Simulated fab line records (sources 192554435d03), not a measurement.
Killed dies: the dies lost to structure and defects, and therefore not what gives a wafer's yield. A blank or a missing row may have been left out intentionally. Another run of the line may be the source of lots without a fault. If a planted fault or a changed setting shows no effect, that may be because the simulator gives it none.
fab line records	flow n5_finfet
record: lots: 24	wafers: 72	last_day: 18
route steps=1938 shown BEOL_M0@722 BEOL_M1@765
lots that met no fault: from a run of the same line without faults
start_h: hours from the record's opening day to when the first of the lot's shown wafers began	wait_h: hours from the lot's prior step to this one	" the same as in the row above	L1.1+2: one row covering several wafers at once	- no value, or no start given	* or withheld: withheld	< > ~ a bound
route shown NAME@n: a module of which the file shows steps, and the number in the route of the first	usual: mean/standard deviation of fault-free wafers	same: alike in all rows	chamber/n: place in a boat	sites: readings site by site	_std_site: standard deviation across them	_edge_site: the outer-site mean with the inner-site mean subtracted	radius_mm: for every site, how far away it sits from the centre of the wafer	mask NAME#n: copy n	behind: the most recent tool/chamber to have shaped the wafer	hold: what put the lot on hold/how long, in hours/how the hold closed	device: whichever transistor did not switch (one of n, p or np)	end of line: tests run on the same wafers once the route is complete	step lacking rows: just its recipe	killed: the dies lost at the first sort to structure and to defects; this is not the yield of the wafer	map: per-die view of a wafer (x killed, . not killed, _ where there is no die)
set.NAME: the setting as run; set.NAME@STEP: as run at that earlier step	model.NAME: the simulator's own value behind a step, which no gauge read
one table for each step of the route and one row for each wafer, over a sample of lots
services: from which hour (start_h, from the record's first day; less than 0 if before it) a tool's chamber was out of use, for how many hours, and why
== steps ==
step: N5_BEOL_M0_STRIP_142
recipe: chemistry: N2/H2	time_s: 10	power_w: 450	temp_c: 40	pressure_mtorr: 20	rf_frequency_hz: 6e+07	bias_power_w: 7	n2_flow_sccm: 200	h2_flow_sccm: 200
usual: drypump_motor_current_A: 5.9/0.49	oes_product_au: 0.81/0.082	rf_vpp_V: 59.4/0.87	showerhead_plenum_p_Torr: 2.59/0.088	throttle_valve_pct: 23.5/0.48
lot.wafer	tool	chamber	start_h	wait_h	drypump_motor_current_A	oes_product_au	rf_hours_counter_h	rf_vpp_V	showerhead_plenum_p_Torr	throttle_valve_pct
L074.2	rie_diel-05	1	115.95	0.0	5.8	0.78	126	58.7	2.66	24.1
L074.4	"	0	"	"	6.2	0.94	9	59.1	2.68	22.9
L074.5	"	2	"	"	5.4	0.86	-	59.4	2.48	23.2
L075.1	rie_diel-06	1	120.08	0.0	6.5	0.90	27	58.9	2.68	23.3
L075.4	"	3	"	"	5.0	0.76	159	59.1	2.66	23.9
L075.6	"	3	"	"	5.0	0.77	-	60.6	2.66	24.0
L076.2	rie_diel-05	1	120.94	0.0	5.9	0.77	128	59.3	2.66	24.1
L076.5	"	3	"	"	5.8	0.73	-	58.8	2.60	22.7
L076.6	"	2	"	"	5.4	0.86	-	58.9	2.48	23.2
L078.1	rie_diel-06	2	133.95	0.0	5.9	0.68	246	58.8	2.47	23.2
L078.3	"	1	"	"	6.5	0.89	32	60.9	2.68	23.3
L078.6	"	1	"	"	6.5	0.89	-	60.4	2.68	23.3
L077.1	rie_diel-06	1	134.31	0.0	6.5	0.89	32	60.6	2.68	23.3
L077.4	"	3	"	"	5.0	0.76	162	58.8	2.66	23.9
L077.6	"	3	"	"	5.0	0.76	-	58.9	2.66	23.9
L079.1	rie_diel-04	1	150.80	0.0	5.8	0.70	219	59.9	2.63	23.6
L079.2	"	3	"	"	6.3	0.85	66	59.9	2.60	23.7
L079.3	"	2	"	"	6.3	0.83	78	58.3	2.71	23.7
L080.3	rie_diel-04	3	162.91	0.0	6.3	0.85	71	59.4	2.59	23.7
L080.4	"	1	"	"	5.8	0.70	223	60.2	2.63	23.6
L080.5	"	0	"	"	5.0	0.86	-	60.3	2.44	23.3
L081.1	rie_diel-05	2	163.53	0.0	5.4	0.84	71	58.3	2.47	23.2
L081.5	"	3	"	"	5.9	0.70	-	58.8	2.59	22.7
L081.6	"	0	"	"	6.2	0.90	-	59.2	2.67	22.9
L082.1	rie_diel-04	2	173.59	0.0	6.3	0.81	85	59.3	2.70	23.7
L082.5	"	0	"	"	5.0	0.86	-	59.5	2.44	23.3
L082.6	"	3	"	"	6.3	0.84	-	60.7	2.59	23.7
L083.2	rie_diel-06	2	180.97	0.0	5.9	0.99	2	58.8	2.46	22.9
L083.3	"	3	"	"	5.0	0.75	175	61.1	2.65	24.0
L083.4	"	1	"	"	6.5	0.86	49	59.7	2.68	23.3
L085.1	rie_diel-06	1	181.16	0.0	6.5	0.85	49	59.5	2.68	23.3
L085.3	"	0	"	"	6.3	0.72	202	58.1	2.63	24.1
L085.4	"	3	"	"	5.0	0.75	175	59.0	2.65	24.0
L084.1	rie_diel-04	1	184.96	0.0	5.8	0.70	230	58.7	2.62	23.6
L084.2	"	3	"	"	6.3	0.83	77	60.4	2.59	23.7
L084.3	"	2	"	"	6.3	0.81	89	58.3	2.70	23.7
L086.1	rie_diel-05	0	189.56	0.0	6.2	0.87	35	61.5	2.66	22.9
L086.3	"	1	"	"	5.8	0.75	152	59.9	2.65	24.1
L086.5	"	1	"	"	5.8	0.75	-	61.3	2.65	24.2
L088.1	rie_diel-06	2	200.49	0.0	5.9	0.96	8	59.2	2.46	22.9
L088.2	"	1	"	"	6.5	0.84	55	59.8	2.67	23.3
L088.5	"	3	"	"	5.0	0.75	-	60.6	2.65	24.0
L087.3	rie_diel-05	0	206.09	0.0	6.3	0.87	41	58.8	2.66	23.0
L087.4	"	2	"	"	5.4	0.83	84	57.4	2.47	23.3
L087.5	"	2	"	"	5.4	0.83	-	58.4	2.47	23.2
L089.1	rie_diel-06	0	214.98	0.0	6.3	0.71	213	58.4	2.63	24.1
L089.4	"	1	"	"	6.5	0.85	60	60.8	2.67	23.3
L089.6	"	0	"	"	6.3	0.71	-	59.2	2.63	24.1
L090.1	rie_diel-06	1	220.63	0.0	6.5	0.84	61	60.8	2.67	23.3
L090.2	"	3	"	"	5.0	0.74	187	58.9	2.65	24.0
L090.3	"	2	"	"	5.9	0.94	14	59.3	2.46	22.9
L091.1	rie_diel-05	2	228.32	0.0	5.4	0.82	91	58.6	2.47	23.3
L091.3	"	3	"	"	5.8	0.69	234	59.3	2.59	22.7
L091.6	"	2	"	"	5.4	0.82	-	59.6	2.47	23.3
L092.1	rie_diel-06	0	238.45	0.0	6.3	0.71	220	59.4	2.63	24.1
L092.4	"	3	"	"	5.0	0.74	192	58.7	2.65	24.0
L092.6	"	2	"	"	5.9	0.93	-	58.9	2.46	22.9
L094.1	rie_diel-06	2	239.19	0.0	5.9	0.94	19	60.9	2.46	22.9
L094.2	"	1	"	"	6.5	0.83	67	59.4	2.67	23.3
L094.5	"	0	"	"	6.3	0.71	-	58.3	2.63	24.1
L093.3	rie_diel-06	2	241.80	0.0	5.9	0.94	20	57.9	2.46	22.9
L093.4	"	0	"	"	6.3	0.70	222	59.2	2.62	24.1
L093.5	"	3	"	"	5.0	0.74	-	59.3	2.64	24.0
L096.1	rie_diel-06	2	249.09	0.0	5.9	0.93	22	59.8	2.46	22.9
L096.2	"	3	"	"	5.0	0.75	196	60.3	2.64	24.0
L096.6	"	2	"	"	5.9	0.94	-	58.6	2.46	22.9
L095.1	rie_diel-05	0	249.16	0.0	6.2	0.83	58	60.1	2.66	23.0
L095.2	"	1	"	"	5.8	0.72	173	58.5	2.64	24.2
L095.5	"	1	"	"	5.8	0.73	-	61.4	2.64	24.2
L097.1	rie_diel-05	1	257.96	0.0	5.8	0.73	177	58.7	2.64	24.2
L097.3	"	0	"	"	6.2	0.84	61	59.9	2.65	23.0
L097.5	"	1	"	"	5.8	0.73	-	59.3	2.64	24.2
step: N5_BEOL_M0_PRE_CLEAN_113
recipe: gas: H2/He	time_s: 30	temp_c: 250
usual: heater_power_w: 373/27
lot.wafer	tool	chamber	start_h	wait_h	heater_power_w
L074.2	pvd_sputter-03	-	116.45	0.0	367
L074.4	"	-	"	"	354
L074.5	"	-	"	"	389
L075.1	pvd_sputter-01	-	121.01	0.0	357
L075.4	"	-	"	"	399
L075.6	"	-	"	"	370
L076.2	pvd_sputter-01	-	121.77	0.0	381
L076.5	"	-	"	"	405
L076.6	"	-	"	"	405
L078.1	pvd_sputter-03	-	139.74	0.0	393
L078.3	"	-	"	"	369
L078.6	"	-	"	"	393
L077.1	pvd_sputter-03	-	140.14	0.0	324
L077.4	"	-	"	"	405
L077.6	"	-	"	"	397
L079.1	pvd_sputter-01	-	151.35	0.0	366
L079.2	"	-	"	"	392
L079.3	"	-	"	"	348
L080.3	pvd_sputter-01	-	164.22	0.0	411
L080.4	"	-	"	"	359
L080.5	"	-	"	"	391
L081.1	pvd_sputter-01	-	164.66	0.0	419
L081.5	"	-	"	"	379
L081.6	"	-	"	"	403
L082.1	pvd_sputter-01	-	174.34	0.0	413
L082.5	"	-	"	"	349
L082.6	"	-	"	"	373
L083.2	pvd_sputter-02	-	182.02	0.0	331
L083.3	"	-	"	"	344
L083.4	"	-	"	"	341
L085.1	pvd_sputter-03	-	182.05	0.0	330
L085.3	"	-	"	"	361
L085.4	"	-	"	"	393
L084.1	pvd_sputter-03	-	185.72	0.0	388
L084.2	"	-	"	"	348
L084.3	"	-	"	"	357
L086.1	pvd_sputter-03	-	190.70	0.0	334
L086.3	"	-	"	"	349
L086.5	"	-	"	"	354
L088.1	pvd_sputter-01	-	201.41	0.0	413
L088.2	"	-	"	"	366
L088.5	"	-	"	"	410
L087.3	pvd_sputter-01	-	206.99	0.0	410
L087.4	"	-	"	"	413
L087.5	"	-	"	"	415
L089.1	pvd_sputter-01	-	216.02	0.0	408
L089.4	"	-	"	"	374
L089.6	"	-	"	"	372
L090.1	pvd_sputter-03	-	223.42	0.0	340
L090.2	"	-	"	"	361
L090.3	"	-	"	"	346
L091.1	pvd_sputter-01	-	229.12	0.0	344
L091.3	"	-	"	"	381
L091.6	"	-	"	"	351
L092.1	pvd_sputter-03	-	239.15	0.0	333
L092.4	"	-	"	"	386
L092.6	"	-	"	"	368
L094.1	pvd_sputter-01	-	241.34	0.0	353
L094.2	"	-	"	"	373
L094.5	"	-	"	"	354
L093.3	pvd_sputter-01	-	242.52	0.0	377
L093.4	"	-	"	"	395
L093.5	"	-	"	"	350
L096.1	pvd_sputter-01	-	249.60	0.0	356
L096.2	"	-	"	"	402
L096.6	"	-	"	"	404
L095.1	pvd_sputter-03	-	249.88	0.0	335
L095.2	"	-	"	"	347
L095.5	"	-	"	"	367
L097.1	pvd_sputter-03	-	259.44	0.0	374
L097.3	"	-	"	"	349
L097.5	"	-	"	"	334
step: N5_BEOL_M0_ANNEAL_133
recipe: temp_c: 400	time_s: 60	ambient: vacuum
usual: heater_power_w: 896/61
lot.wafer	tool	chamber	start_h	wait_h	heater_power_w
L074.2	pvd_sputter-03	-	119.09	0.0	823
L074.4	"	-	"	"	923
L074.5	"	-	"	"	840
L075.1	pvd_sputter-01	-	122.25	0.0	861
L075.4	"	-	"	"	1022
L075.6	"	-	"	"	1032
L076.2	pvd_sputter-03	-	124.30	0.0	825
L076.5	"	-	"	"	1000
L076.6	"	-	"	"	918
L078.1	pvd_sputter-03	-	141.10	0.0	889
L078.3	"	-	"	"	981
L078.6	"	-	"	"	930
L077.1	pvd_sputter-03	-	141.54	0.0	924
L077.4	"	-	"	"	944
L077.6	"	-	"	"	925
L079.1	pvd_sputter-01	-	153.80	0.0	916
L079.2	"	-	"	"	951
L079.3	"	-	"	"	949
L080.3	pvd_sputter-02	-	164.99	0.0	824
L080.4	"	-	"	"	871
L080.5	"	-	"	"	876
L081.1	pvd_sputter-01	-	165.36	0.0	878
L081.5	"	-	"	"	934
L081.6	"	-	"	"	1009
L082.1	pvd_sputter-03	-	175.68	0.0	891
L082.5	"	-	"	"	861
L082.6	"	-	"	"	839
L083.2	pvd_sputter-03	-	182.90	0.0	912
L083.3	"	-	"	"	814
L083.4	"	-	"	"	969
L085.1	pvd_sputter-02	-	182.96	0.0	832
L085.3	"	-	"	"	839
L085.4	"	-	"	"	820
L084.1	pvd_sputter-03	-	186.60	0.0	831
L084.2	"	-	"	"	916
L084.3	"	-	"	"	996
L086.1	pvd_sputter-03	-	191.54	0.0	962
L086.3	"	-	"	"	935
L086.5	"	-	"	"	885
L088.1	pvd_sputter-03	-	203.88	0.0	922
L088.2	"	-	"	"	983
L088.5	"	-	"	"	911
L087.3	pvd_sputter-02	-	209.39	0.0	834
L087.4	"	-	"	"	889
L087.5	"	-	"	"	872
L089.1	pvd_sputter-02	-	218.45	0.0	847
L089.4	"	-	"	"	892
L089.6	"	-	"	"	869
L090.1	pvd_sputter-03	-	224.32	0.0	896
L090.2	"	-	"	"	820
L090.3	"	-	"	"	1006
L091.1	pvd_sputter-01	-	230.23	0.0	1023
L091.3	"	-	"	"	926
L091.6	"	-	"	"	889
L092.1	pvd_sputter-02	-	241.14	0.0	865
L092.4	"	-	"	"	858
L092.6	"	-	"	"	880
L094.1	pvd_sputter-02	-	242.04	0.0	854
L094.2	"	-	"	"	824
L094.5	"	-	"	"	901
L093.3	pvd_sputter-01	-	243.56	0.0	1004
L093.4	"	-	"	"	993
L093.5	"	-	"	"	1023
L096.1	pvd_sputter-02	-	250.59	0.0	865
L096.2	"	-	"	"	845
L096.6	"	-	"	"	840
L095.1	pvd_sputter-03	-	252.16	0.0	834
L095.2	"	-	"	"	917
L095.5	"	-	"	"	850
L097.1	pvd_sputter-03	-	260.42	0.0	892
L097.3	"	-	"	"	983
L097.5	"	-	"	"	977
step: N5_BEOL_M1_OVL_MEAS_12
recipe: points_per_wafer: 522
usual: M1_OVL: -0.1/0.67
lot.wafer	tool	chamber	start_h	wait_h	M1_OVL[nm]
L074.2	overlay-02	0	121.54	0.0	0.2
L074.4	"	0	"	"	-0.5
L074.5	"	0	"	"	-0.8
L075.1	overlay-01	0	125.22	0.0	-1.4
L075.4	"	0	"	"	-1.5
L075.6	"	0	"	"	-1.8
L076.2	overlay-02	0	128.28	0.0	-1.0
L076.5	"	0	"	"	0.4
L076.6	"	0	"	"	0.2
L078.1	overlay-02	0	143.64	0.0	-0.1
L078.3	"	0	"	"	0.4
L078.6	"	0	"	"	0.1
L077.1	overlay-01	0	143.91	0.0	0.4
L077.4	"	0	"	"	0.1
L077.6	"	0	"	"	0.2
L079.1	overlay-01	0	156.98	0.0	-0.3
L079.2	"	0	"	"	-0.4
L079.3	"	0	"	"	-0.2
L080.3	overlay-01	0	170.57	0.1	0.4
L080.4	"	0	"	"	0.0
L080.5	"	0	"	"	-0.4
L081.1	overlay-01	0	170.86	0.2	-0.9
L081.5	"	0	"	"	-1.1
L081.6	"	0	"	"	-1.0
L082.1	overlay-02	0	178.00	0.0	0.6
L082.5	"	0	"	"	0.1
L082.6	"	0	"	"	1.2
L083.2	overlay-01	0	185.82	0.0	1.0
L083.3	"	0	"	"	0.0
L083.4	"	0	"	"	0.9
L085.1	overlay-02	0	185.92	0.0	-0.5
L085.3	"	0	"	"	0.6
L085.4	"	0	"	"	-0.7
L084.1	overlay-02	0	189.90	0.0	0.6
L084.2	"	0	"	"	-0.7
L084.3	"	0	"	"	-0.1
L086.1	overlay-02	0	193.48	0.0	-0.1
L086.3	"	0	"	"	-0.6
L086.5	"	0	"	"	-0.6
L088.1	overlay-02	0	206.51	0.0	1.3
L088.2	"	0	"	"	1.0
L088.5	"	0	"	"	0.8
L087.3	overlay-01	0	212.02	0.0	-0.4
L087.4	"	0	"	"	0.3
L087.5	"	0	"	"	0.2
L089.1	overlay-02	0	220.77	0.0	-0.2
L089.4	"	0	"	"	-1.0
L089.6	"	0	"	"	-0.3
L090.1	overlay-02	0	226.56	0.0	0.8
L090.2	"	0	"	"	0.0
L090.3	"	0	"	"	-0.4
L091.1	overlay-02	0	233.48	0.0	0.3
L091.3	"	0	"	"	0.1
L091.6	"	0	"	"	-0.5
L092.1	overlay-01	0	244.47	0.0	0.2
L092.4	"	0	"	"	0.4
L092.6	"	0	"	"	-0.4
L094.1	overlay-01	0	244.70	0.0	-0.2
L094.2	"	0	"	"	-0.4
L094.5	"	0	"	"	-0.4
L093.3	overlay-02	0	249.55	0.0	0.3
L093.4	"	0	"	"	-0.2
L093.5	"	0	"	"	0.2
L096.1	overlay-01	0	253.26	0.0	-0.7
L096.2	"	0	"	"	-0.4
L096.6	"	0	"	"	0.3
L095.1	overlay-01	0	254.05	0.0	-0.3
L095.2	"	0	"	"	-0.4
L095.5	"	0	"	"	-0.9
L097.1	overlay-02	0	263.49	0.0	0.1
L097.3	"	0	"	"	0.2
L097.5	"	0	"	"	0.4
step: N5_BEOL_M1_DESCUM_16
recipe: chemistry: O2	time_s: 7	source_power_w: 50	bias_power_w: 20	pressure_mtorr: 20	rf_frequency_hz: 2.712e+07	temp_c: 40	resist: CAR-EUV	o2_flow_sccm: 225
usual: drypump_motor_current_A: 5.6/0.4	oes_product_au: 0.75/0.067	rf_vpp_V: 243.0/1.4	showerhead_plenum_p_Torr: 2.08/0.074	throttle_valve_pct: 20.58/0.29
lot.wafer	tool	chamber	start_h	wait_h	drypump_motor_current_A	oes_product_au	rf_hours_counter_h	rf_vpp_V	showerhead_plenum_p_Torr	throttle_valve_pct
L074.2	rie_diel-03	0	121.63	0.0	5.4	0.74	173	244.5	2.19	20.82
L074.4	"	2	"	"	5.8	0.70	238	242.6	2.06	21.03
L074.5	"	3	"	"	5.2	0.78	-	241.7	2.00	20.51
L075.1	rie_diel-03	2	125.31	0.0	5.9	0.70	239	240.6	2.06	21.05
L075.4	"	0	"	"	5.4	0.75	174	244.2	2.19	20.82
L075.6	"	2	"	"	5.9	0.69	-	240.9	2.06	21.05
L076.2	rie_diel-03	2	128.37	0.0	5.8	0.71	240	244.4	2.06	21.06
L076.5	"	3	"	"	5.2	0.77	-	244.3	2.00	20.51
L076.6	"	0	"	"	5.4	0.76	-	243.6	2.19	20.81
L078.1	rie_diel-01	3	143.73	0.0	6.1	0.73	187	240.2	2.01	21.09
L078.3	"	0	"	"	6.4	0.74	161	245.1	2.10	20.33
L078.6	"	2	"	"	6.1	0.76	-	244.3	2.18	20.12
L077.1	rie_diel-01	3	144.01	0.0	6.0	0.72	187	242.0	2.01	21.08
L077.4	"	1	"	"	5.3	0.76	144	241.6	1.98	20.41
L077.6	"	2	"	"	6.1	0.75	-	244.4	2.19	20.12
L079.1	rie_diel-01	1	157.11	0.1	5.3	0.76	148	240.9	1.98	20.42
L079.2	"	0	"	"	6.4	0.74	165	243.2	2.10	20.34
L079.3	"	3	"	"	6.1	0.72	191	241.0	2.01	21.09
L080.3	rie_diel-03	1	170.76	0.1	5.1	0.68	223	243.2	2.05	20.81
L080.4	"	2	"	"	5.9	0.70	249	245.2	2.06	21.07
L080.5	"	0	"	"	5.4	0.74	-	244.7	2.19	20.81
L081.1	rie_diel-02	1	171.74	0.8	5.6	0.76	148	241.3	2.01	20.74
L081.5	"	3	"	"	5.3	0.82	-	245.6	2.13	20.39
L081.6	"	2	"	"	5.9	0.76	-	243.5	2.09	20.37
L082.1	rie_diel-02	0	178.09	0.0	5.6	0.95	2	243.9	2.15	20.12
L082.5	"	2	"	"	5.9	0.75	-	241.8	2.09	20.39
L082.6	"	3	"	"	5.3	0.81	-	244.7	2.13	20.38
L083.2	rie_diel-03	0	185.93	0.0	5.4	0.73	189	245.8	2.19	20.82
L083.3	"	3	"	"	5.2	0.75	149	242.4	2.00	20.54
L083.4	"	1	"	"	5.1	0.67	-	242.5	2.05	20.81
L085.1	rie_diel-02	3	186.09	0.1	5.3	0.80	85	242.6	2.13	20.38
L085.3	"	0	"	"	5.6	0.94	4	244.2	2.15	20.11
L085.4	"	2	"	"	5.9	0.75	152	242.2	2.09	20.39
L084.1	rie_diel-03	3	190.00	0.0	5.2	0.76	151	242.2	2.00	20.53
L084.2	"	1	"	"	5.1	0.67	230	241.6	2.05	20.83
L084.3	"	0	"	"	5.4	0.73	190	243.6	2.19	20.83
L086.1	rie_diel-02	0	193.58	0.0	5.6	0.92	7	242.9	2.15	20.12
L086.3	"	1	"	"	5.6	0.75	156	242.4	2.01	20.75
L086.5	"	1	"	"	5.6	0.76	-	242.1	2.01	20.74
L088.1	rie_diel-01	0	206.60	0.0	6.4	0.71	180	243.2	2.09	20.36
L088.2	"	3	"	"	6.1	0.72	205	241.7	2.00	21.11
L088.5	"	1	"	"	5.3	0.75	-	241.4	1.97	20.44
L087.3	rie_diel-01	0	212.10	0.0	6.4	0.72	182	243.6	2.09	20.35
L087.4	"	0	"	"	6.4	0.72	-	243.6	2.09	20.36
L087.5	"	3	"	"	6.0	0.71	-	241.5	2.00	21.14
L089.1	rie_diel-01	2	221.12	0.3	6.1	0.74	168	243.6	2.18	20.14
L089.4	"	0	"	"	6.4	0.72	185	244.4	2.09	20.37
L089.6	"	0	"	"	6.4	0.72	-	242.5	2.09	20.36
L090.1	rie_diel-01	3	227.07	0.4	6.1	0.70	213	240.8	2.00	21.13
L090.2	"	2	"	"	6.1	0.74	170	243.4	2.18	20.15
L090.3	"	1	"	"	5.3	0.74	167	242.8	1.97	20.45
L091.1	rie_diel-03	0	233.93	0.4	5.4	0.71	207	245.2	2.18	20.85
L091.3	"	3	"	"	5.2	0.74	167	242.0	1.99	20.56
L091.6	"	1	"	"	5.1	0.66	-	244.4	2.05	20.84
L092.1	rie_diel-03	1	244.74	0.2	5.1	0.65	250	244.1	2.04	20.84
L092.4	"	3	"	"	5.2	0.73	170	242.1	1.99	20.58
L092.6	"	2	"	"	5.8	0.93	-	243.4	2.05	20.61
L094.1	rie_diel-03	1	245.01	0.3	5.1	0.65	250	243.6	2.04	20.82
L094.2	"	2	"	"	5.9	0.94	19	243.6	2.05	20.63
L094.5	"	3	"	"	5.2	0.72	-	242.3	1.99	20.57
L093.3	rie_diel-02	1	249.63	0.0	5.6	0.75	164	240.5	2.00	20.75
L093.4	"	3	"	"	5.4	0.80	95	244.2	2.13	20.37
L093.5	"	2	"	"	5.9	0.74	-	241.7	2.08	20.42
L096.1	rie_diel-02	1	253.35	0.0	5.6	0.75	165	241.7	2.00	20.76
L096.2	"	2	"	"	5.9	0.74	163	242.7	2.08	20.41
L096.6	"	0	"	"	5.6	0.91	-	243.0	2.15	20.13
L095.1	rie_diel-01	3	254.15	0.0	6.0	0.70	222	240.8	2.00	21.13
L095.2	"	1	"	"	5.3	0.74	177	241.6	1.97	20.47
L095.5	"	1	"	"	5.3	0.74	-	242.0	1.97	20.47
L097.1	rie_diel-03	2	263.70	0.2	5.9	0.92	26	243.6	2.05	20.63
L097.3	"	0	"	"	5.4	0.71	218	243.3	2.18	20.87
L097.5	"	2	"	"	5.9	0.93	-	243.2	2.05	20.63
step: N5_BEOL_M1_INSPECT_30
recipe: mode: adi	inspect_instrument: brightfield
usual: raw_defect_count: 414/90
lot.wafer	tool	chamber	start_h	wait_h	raw_defect_count
L074.2	defect_inspect-02	-	122.59	0.0	286
L074.4	"	-	"	"	283
L074.5	"	-	"	"	328
L075.1	defect_inspect-02	-	126.28	0.1	361
L075.4	"	-	"	"	490
L075.6	"	-	"	"	523
L076.2	defect_inspect-02	-	129.21	0.0	351
L076.5	"	-	"	"	323
L076.6	"	-	"	"	329
L078.1	defect_inspect-02	-	144.65	0.1	433
L078.3	"	-	"	"	350
L078.6	"	-	"	"	629
L077.1	defect_inspect-01	-	145.01	0.1	361
L077.4	"	-	"	"	369
L077.6	"	-	"	"	323
L079.1	defect_inspect-02	-	158.07	0.1	546
L079.2	"	-	"	"	521
L079.3	"	-	"	"	646
L080.3	defect_inspect-02	-	171.72	0.0	387
L080.4	"	-	"	"	457
L080.5	"	-	"	"	393
L081.1	defect_inspect-02	-	172.65	0.1	361
L081.5	"	-	"	"	380
L081.6	"	-	"	"	375
L082.1	defect_inspect-01	-	178.93	0.1	476
L082.5	"	-	"	"	420
L082.6	"	-	"	"	322
L083.2	defect_inspect-02	-	186.83	0.0	357
L083.3	"	-	"	"	422
L083.4	"	-	"	"	358
L085.1	defect_inspect-01	-	186.95	0.1	354
L085.3	"	-	"	"	382
L085.4	"	-	"	"	363
L084.1	defect_inspect-02	-	190.84	0.1	567
L084.2	"	-	"	"	547
L084.3	"	-	"	"	441
L086.1	defect_inspect-02	-	194.43	0.1	389
L086.3	"	-	"	"	449
L086.5	"	-	"	"	436
L088.1	defect_inspect-02	-	207.43	0.1	406
L088.2	"	-	"	"	476
L088.5	"	-	"	"	520
L087.3	defect_inspect-02	-	212.96	0.0	526
L087.4	"	-	"	"	476
L087.5	"	-	"	"	462
L089.1	defect_inspect-01	-	222.26	0.1	352
L089.4	"	-	"	"	448
L089.6	"	-	"	"	438
L090.1	defect_inspect-01	-	228.00	0.1	320
L090.2	"	-	"	"	443
L090.3	"	-	"	"	422
L091.1	defect_inspect-01	-	234.92	0.1	381
L091.3	"	-	"	"	365
L091.6	"	-	"	"	446
L092.1	defect_inspect-01	-	245.72	0.1	472
L092.4	"	-	"	"	366
L092.6	"	-	"	"	460
L094.1	defect_inspect-02	-	246.06	0.1	332
L094.2	"	-	"	"	487
L094.5	"	-	"	"	597
L093.3	defect_inspect-02	-	250.60	0.0	372
L093.4	"	-	"	"	514
L093.5	"	-	"	"	411
L096.1	defect_inspect-02	-	254.31	0.1	355
L096.2	"	-	"	"	381
L096.6	"	-	"	"	304
L095.1	defect_inspect-02	-	255.11	0.1	371
L095.2	"	-	"	"	319
L095.5	"	-	"	"	416
L097.1	defect_inspect-01	-	264.66	0.1	295
L097.3	"	-	"	"	284
L097.5	"	-	"	"	432
== services ==
tool	chamber	start_h	hours	kind
rie_diel-03	3	101.29	10.9	repair
pvd_sputter-02	-	108.32	7.1	repair
rie_diel-01	-	109.57	5.3	repair
rie_diel-01	1	126.45	15.1	repair
rie_diel-05	2	133.03	8.9	repair
pvd_sputter-02	-	134.32	7.9	repair
rie_diel-04	-	137.93	0.3	repair
rie_diel-03	3	146.00	3.7	repair
rie_diel-06	2	146.63	-	clean
rie_diel-06	2	146.63	18.4	scheduled_down
rie_diel-06	2	146.63	18.4	vent_cycle
pvd_sputter-02	-	157.03	4.8	repair
rie_diel-03	2	173.35	-	clean
rie_diel-03	2	173.35	-	consumable_replace:focus_ring
rie_diel-03	2	173.35	19.9	scheduled_down
rie_diel-03	2	173.35	19.9	vent_cycle
rie_diel-06	-	176.36	0.6	repair
rie_diel-01	1	197.73	6.1	repair
rie_diel-01	1	210.44	1.8	repair
rie_diel-02	-	212.13	28.1	pm
pvd_sputter-03	-	216.20	4.0	repair
rie_diel-03	1	245.77	-	clean
rie_diel-03	1	245.77	-	consumable_replace:focus_ring
rie_diel-03	1	245.77	18.5	scheduled_down
== key ==
fault none
